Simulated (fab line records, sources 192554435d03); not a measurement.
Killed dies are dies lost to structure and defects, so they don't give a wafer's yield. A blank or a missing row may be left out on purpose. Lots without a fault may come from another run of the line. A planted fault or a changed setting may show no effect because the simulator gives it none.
Chamber matching | flow n5_finfet | N5_HKMG_FIN_ETCH_67 on rie_diel-06: 4 sister chambers
The step etches SOC in N2/H2, stops on TiN, target depth 388.9 nm. 4 wafers are shown with their chamber, then 7 later ones without.

WAFERS WITH THEIR CHAMBER
wafer  | chamber | showerhead_plenum_p_Torr (Torr)
L405.1 | 0       | 2.54
L409.1 | 1       | 2.46
L413.5 | 2       | 2.47
L413.6 | 3       | 2.63

WAFERS WITHOUT THEIR CHAMBER
wafer  | showerhead_plenum_p_Torr (Torr)
L415.2 | 2.46
L415.3 | 2.63
L415.6 | 2.46
L421.2 | 2.62
L421.4 | 2.53
L422.5 | 2.45
L422.6 | 2.53

WHICH CHAMBER EACH WENT THROUGH
wafer  | from the rows above     | in truth
L415.2 | can't be placed: 1 or 2 | 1
L415.3 | 3                       | 3
L415.6 | can't be placed: 1 or 2 | 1
L421.2 | 3                       | 3
L421.4 | 0                       | 0
L422.5 | can't be placed: 1 or 2 | 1
L422.6 | 0                       | 0
Placed correctly: 4 of 7. Can't be placed from these rows: 3 (the true chamber is among the candidates in 3). Placed wrongly: 0.
How it was worked out, from the rows above alone: a wafer's distance from a chamber is the root of the sum, over the readings, of the square of ((its reading less the chamber's mean) divided by the reading's scatter). The wafer belongs to the nearest chamber; if the next one is less than 2 further off, it can't be placed. A chamber's mean is the mean of its shown wafers. The scatter: with one shown wafer a chamber, the root of the mean of the squares of how far each hidden wafer lies from its nearest shown one.
